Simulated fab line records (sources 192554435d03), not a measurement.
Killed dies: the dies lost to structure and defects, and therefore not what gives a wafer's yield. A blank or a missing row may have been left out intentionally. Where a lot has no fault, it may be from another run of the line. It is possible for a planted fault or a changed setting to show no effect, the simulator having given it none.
Which tool is to blame? :: flow n5Finfet :: route of 1938 steps, sampled at 1 step: 12 lots, 36 wafers

== WHAT THE GAUGES READ, wafer by wafer ==
N5_BEOL_M13_CD_MEAS_17 targets a cd of 190 nm.
lot: L075
measured: day 11 18:51
on: cdSem-02
cdNm (nm): 189.1 190.9 192.5

lot: L076
measured: day 12 14:50
on: cdSem-02
cdNm (nm): 194.1 192.2 190.3

lot: L079
measured: day 13 01:52
on: cdSem-01
cdNm (nm): 188.4 189.9 189.3

lot: L077
measured: day 13 02:44
on: cdSem-02
cdNm (nm): 192.0 191.1 190.3

lot: L083
measured: day 13 16:00
on: cdSem-02
cdNm (nm): 188.0 188.3 189.2

lot: L085
measured: day 13 22:47
on: cdSem-01
cdNm (nm): 188.9 190.6 190.5

lot: L087
measured: day 14 07:43
on: cdSem-03
cdNm (nm): 189.5 189.2 189.9

lot: L089
measured: day 15 09:38
on: cdSem-02
cdNm (nm): 190.5 191.4 190.8

lot: L093
measured: day 15 19:49
on: cdSem-02
cdNm (nm): 189.0 192.6 191.5

lot: L092
measured: day 15 23:03
on: cdSem-02
cdNm (nm): 191.3 193.1 192.1

lot: L095
measured: day 17 02:07
on: cdSem-03
cdNm (nm): 189.7 190.4 190.7

lot: L096
measured: day 17 09:22
on: cdSem-02
cdNm (nm): 191.9 190.2 190.4

== EACH LOT AND THE TOOL THAT RAN IT (in order: tool; ch and the chambers of the sampled wafers; start) ==
Before these readings, the record contains no process step.

== THE ANSWER, worked out from the rows above alone ==
Rule: usual is defined by the lots themselves. The widest of any qualifying gaps counts: lots, ordered by their means at a reading, are off when they make up no more than a third of the lots, leave a main group of 4 or more, and stand apart from it by 3 or more times the standard deviation of that group's means. Not used: any main group whose means are identical at the precision the tables above print for the reading. Also off: a lot with no number at a reading for which 4 or more lots have one. Any other lot the step has rows for is counted as sound.
None of the lots is off at any reading shown; this tells nothing.

== WHAT THE SIMULATOR HAD PUT IN ==
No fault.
